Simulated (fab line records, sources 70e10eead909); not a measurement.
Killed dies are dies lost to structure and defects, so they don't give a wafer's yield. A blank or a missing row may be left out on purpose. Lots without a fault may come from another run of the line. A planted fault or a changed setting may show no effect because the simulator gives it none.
Chamber matching | flow nand_harc | NHARC_A_ONON_D2_DEP_33 on pecvd-03: 3 sister chambers
The step deposits SiO2, target thk 200 nm. 3 wafers are shown with their chamber, then 6 later ones without.

WAFERS WITH THEIR CHAMBER
wafer  | chamber | heater_power_w (W)
L427.5 | 0       | 523
L437.1 | 1       | 580
L437.6 | 2       | 456

WAFERS WITHOUT THEIR CHAMBER
wafer  | heater_power_w (W)
L439.1 | 506
L439.3 | 362
L439.6 | 378
L440.2 | 375
L440.5 | 411
L440.6 | 521

WHICH CHAMBER EACH WENT THROUGH
wafer  | from the rows above          | in truth
L439.1 | can't be placed: 0 or 2 or 1 | 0
L439.3 | can't be placed: 2 or 0 or 1 | 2
L439.6 | can't be placed: 2 or 0 or 1 | 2
L440.2 | can't be placed: 2 or 0 or 1 | 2
L440.5 | can't be placed: 2 or 0 or 1 | 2
L440.6 | can't be placed: 0 or 1 or 2 | 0
Placed correctly: 0 of 6. Can't be placed from these rows: 6 (the true chamber is among the candidates in 6). Placed wrongly: 0.
How it was worked out, from the rows above alone: a wafer's distance from a chamber is the root of the sum, over the readings, of the square of ((its reading less the chamber's mean) divided by the reading's scatter). The wafer belongs to the nearest chamber; if the next one is less than 2 further off, it can't be placed. A chamber's mean is the mean of its shown wafers. The scatter: with one shown wafer a chamber, the root of the mean of the squares of how far each hidden wafer lies from its nearest shown one.
